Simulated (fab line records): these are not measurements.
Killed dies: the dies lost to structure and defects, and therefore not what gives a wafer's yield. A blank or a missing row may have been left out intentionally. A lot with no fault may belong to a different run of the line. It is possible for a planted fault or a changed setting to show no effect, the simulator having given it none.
Matching of chambers / flow n5_finfet / rie_diel-06 running N5_BEOL_M12_ETCH_38: 4 sister chambers
The step etches SiCN in CF4/N2, target depth 68.7 nm, time 73.4 s. 4 wafers are shown with their chamber, then 7 later ones without.

## WAFERS, EACH WITH ITS CHAMBER
wafer=L084.3; chamber=1; showerhead_plenum_p_Torr (Torr)=2.12
wafer=L087.3; chamber=2; showerhead_plenum_p_Torr (Torr)=2.34
wafer=L089.4; chamber=3; showerhead_plenum_p_Torr (Torr)=2.35
wafer=L089.5; chamber=0; showerhead_plenum_p_Torr (Torr)=2.20

## WAFERS WITH NO CHAMBER GIVEN
wafer=L089.6; showerhead_plenum_p_Torr (Torr)=2.35
wafer=L091.3; showerhead_plenum_p_Torr (Torr)=2.19
wafer=L091.5; showerhead_plenum_p_Torr (Torr)=2.34
wafer=L091.6; showerhead_plenum_p_Torr (Torr)=2.11
wafer=L092.2; showerhead_plenum_p_Torr (Torr)=2.19
wafer=L092.3; showerhead_plenum_p_Torr (Torr)=2.34
wafer=L092.6; showerhead_plenum_p_Torr (Torr)=2.11

## WHICH CHAMBER EACH ONE RAN IN
wafer=L089.6; from the rows above=can't be placed: 3 or 2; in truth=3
wafer=L091.3; from the rows above=0; in truth=0
wafer=L091.5; from the rows above=can't be placed: 2 or 3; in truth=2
wafer=L091.6; from the rows above=1; in truth=1
wafer=L092.2; from the rows above=0; in truth=0
wafer=L092.3; from the rows above=can't be placed: 2 or 3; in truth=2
wafer=L092.6; from the rows above=1; in truth=1
Correct placement for 4 of the 7. Cannot be placed on the basis of these rows: 3; the candidates contain the true chamber in 3. Placed wrongly: 0.
How it was worked out, from the rows above alone: a wafer's distance from a chamber is the root of the sum, over the readings, of the square of ((its reading less the chamber's mean) divided by the reading's scatter). The wafer belongs to the nearest chamber; if the next one is less than 2 further off, it can't be placed. For every chamber, the mean is computed from those of its wafers that are shown. The scatter (one wafer shown for each chamber): square how far every hidden wafer sits from the nearest shown wafer, average those squares and take the square root.
